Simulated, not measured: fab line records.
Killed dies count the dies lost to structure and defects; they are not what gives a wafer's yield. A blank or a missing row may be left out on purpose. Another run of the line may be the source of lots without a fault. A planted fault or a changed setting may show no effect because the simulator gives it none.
Matching of chambers :: flow nand-harc :: rie-diel-08 running NHARC_A_STAIRCASE_DESCUM_252: 4 sister chambers
The step chemistry O2, time 3 s. 16 wafers are shown with their chamber, then 8 later ones without.

WAFERS PAIRED WITH THEIR CHAMBERS
wafer: L075.3
chamber: 0
showerhead-plenum-p-Torr (Torr): 2.04
drypump-motor-current-A (A): 5.3
oes-product-au (a.u.): 1.003

wafer: L075.4
chamber: 2
showerhead-plenum-p-Torr (Torr): 1.83
drypump-motor-current-A (A): 5.4
oes-product-au (a.u.): 1.010

wafer: L075.5
chamber: 0
showerhead-plenum-p-Torr (Torr): 2.04
drypump-motor-current-A (A): 5.3
oes-product-au (a.u.): 0.999

wafer: L080.1
chamber: 1
showerhead-plenum-p-Torr (Torr): 2.07
drypump-motor-current-A (A): 6.0
oes-product-au (a.u.): 0.998

wafer: L080.4
chamber: 3
showerhead-plenum-p-Torr (Torr): 1.87
drypump-motor-current-A (A): 5.7
oes-product-au (a.u.): 0.997

wafer: L080.5
chamber: 0
showerhead-plenum-p-Torr (Torr): 2.03
drypump-motor-current-A (A): 5.3
oes-product-au (a.u.): 1.010

wafer: L080.2
chamber: 2
showerhead-plenum-p-Torr (Torr): 1.83
drypump-motor-current-A (A): 5.5
oes-product-au (a.u.): 1.010

wafer: L080.3
chamber: 0
showerhead-plenum-p-Torr (Torr): 2.03
drypump-motor-current-A (A): 5.3
oes-product-au (a.u.): 1.027

wafer: L080.6
chamber: 3
showerhead-plenum-p-Torr (Torr): 1.87
drypump-motor-current-A (A): 5.7
oes-product-au (a.u.): 1.002

wafer: L084.1
chamber: 0
showerhead-plenum-p-Torr (Torr): 2.03
drypump-motor-current-A (A): 5.3
oes-product-au (a.u.): 1.011

wafer: L084.5
chamber: 1
showerhead-plenum-p-Torr (Torr): 2.07
drypump-motor-current-A (A): 6.0
oes-product-au (a.u.): 0.996

wafer: L084.6
chamber: 2
showerhead-plenum-p-Torr (Torr): 1.83
drypump-motor-current-A (A): 5.4
oes-product-au (a.u.): 1.007

wafer: L083.1
chamber: 0
showerhead-plenum-p-Torr (Torr): 2.03
drypump-motor-current-A (A): 5.3
oes-product-au (a.u.): 0.997

wafer: L083.4
chamber: 1
showerhead-plenum-p-Torr (Torr): 2.07
drypump-motor-current-A (A): 6.0
oes-product-au (a.u.): 0.987

wafer: L083.6
chamber: 3
showerhead-plenum-p-Torr (Torr): 1.86
drypump-motor-current-A (A): 5.7
oes-product-au (a.u.): 1.005

wafer: L087.2
chamber: 3
showerhead-plenum-p-Torr (Torr): 1.86
drypump-motor-current-A (A): 5.7
oes-product-au (a.u.): 0.997

SIGNATURES (means of the wafers above)
reading: showerhead-plenum-p-Torr
chamber 0: 2.0333
chamber 1: 2.0700
chamber 2: 1.8300
chamber 3: 1.8650
scatter within a chamber: 0.00441

reading: drypump-motor-current-A
chamber 0: 5.300
chamber 1: 6.000
chamber 2: 5.433
chamber 3: 5.700
scatter within a chamber: 0.0236

reading: oes-product-au
chamber 0: 1.00783
chamber 1: 0.99367
chamber 2: 1.00900
chamber 3: 1.00025
scatter within a chamber: 0.00776
Rule: for each reading, subtract the chamber's mean from the wafer's reading, divide by that reading's scatter and square the result; add these up over the readings and take the root, which gives the wafer's distance from the chamber. If the next closest chamber is less than 2 further off than the closest, the wafer can't be placed; otherwise it belongs to the closest. How the scatter is found: for the shown wafers, subtract from each reading the mean of its chamber, square and add these, divide the total by (wafers less chambers), then take the root.

WAFERS MISSING THEIR CHAMBER
wafer: L087.4
showerhead-plenum-p-Torr (Torr): 2.02
drypump-motor-current-A (A): 5.3
oes-product-au (a.u.): 1.003

wafer: L087.6
showerhead-plenum-p-Torr (Torr): 1.82
drypump-motor-current-A (A): 5.4
oes-product-au (a.u.): 1.008

wafer: L091.2
showerhead-plenum-p-Torr (Torr): 2.02
drypump-motor-current-A (A): 5.3
oes-product-au (a.u.): 0.995

wafer: L091.3
showerhead-plenum-p-Torr (Torr): 1.82
drypump-motor-current-A (A): 5.4
oes-product-au (a.u.): 1.003

wafer: L091.5
showerhead-plenum-p-Torr (Torr): 1.82
drypump-motor-current-A (A): 5.4
oes-product-au (a.u.): 1.009

wafer: L096.2
showerhead-plenum-p-Torr (Torr): 1.85
drypump-motor-current-A (A): 5.7
oes-product-au (a.u.): 0.997

wafer: L096.5
showerhead-plenum-p-Torr (Torr): 1.85
drypump-motor-current-A (A): 5.7
oes-product-au (a.u.): 1.001

wafer: L096.6
showerhead-plenum-p-Torr (Torr): 1.82
drypump-motor-current-A (A): 5.4
oes-product-au (a.u.): 1.001

CHAMBER TAKEN BY EACH
wafer: L087.4
from the rows above: 0
in truth: 0

wafer: L087.6
from the rows above: 2
in truth: 2

wafer: L091.2
from the rows above: 0
in truth: 0

wafer: L091.3
from the rows above: 2
in truth: 2

wafer: L091.5
from the rows above: 2
in truth: 2

wafer: L096.2
from the rows above: 3
in truth: 3

wafer: L096.5
from the rows above: 3
in truth: 3

wafer: L096.6
from the rows above: 2
in truth: 2
Placed correctly: 8 of 8. Left unplaced by these rows: 0. 0 placed wrongly.
